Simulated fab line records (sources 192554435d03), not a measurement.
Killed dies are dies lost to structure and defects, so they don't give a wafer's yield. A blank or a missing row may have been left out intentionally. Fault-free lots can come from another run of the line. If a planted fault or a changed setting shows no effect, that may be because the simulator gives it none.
Chamber matching ; flow n5Finfet ; N5_BEOL_M1_ETCH_63 on rieDiel-01: 4 sister chambers
The step etches SiARC in CF4, target depth 15.6 nm, time 26 s. 8 wafers are shown with their chamber, then 7 later ones without.

## WAFERS, EACH WITH ITS CHAMBER
wafer;chamber;showerheadPlenumPTorr (Torr);throttleValvePct (%)
L075.2;0;2.27;15.65
L075.5;0;2.27;15.66
L079.6;1;2.22;15.22
L086.1;2;2.05;15.52
L086.3;1;2.22;15.24
L086.5;3;2.21;15.60
L092.2;3;2.20;15.60
L092.3;2;2.05;15.52

## WAFERS WITHOUT THEIR CHAMBER
wafer;showerheadPlenumPTorr (Torr);throttleValvePct (%)
L092.4;2.26;15.73
L094.2;2.26;15.75
L094.3;2.04;15.54
L094.5;2.26;15.74
L097.1;2.26;15.73
L097.3;2.04;15.56
L097.5;2.26;15.75

## WHICH CHAMBER EACH ONE RAN IN
wafer;from the rows above;in truth
L092.4;0;0
L094.2;0;0
L094.3;2;2
L094.5;0;0
L097.1;0;0
L097.3;2;2
L097.5;0;0
Correct placement for 7 of the 7. Number that these rows cannot place: 0. Wrongly placed: 0.
How it was worked out, from the rows above alone: a wafer's distance from a chamber is the root of the sum, over the readings, of the square of ((its reading less the chamber's mean) divided by the reading's scatter). The wafer belongs to the nearest chamber; if the next one is less than 2 further off, it can't be placed. Each chamber's mean is taken over the wafers shown for it. The scatter: take each reading less its chamber's mean, square it, sum over the shown wafers, divide by the number of wafers less the number of chambers, and take the root.
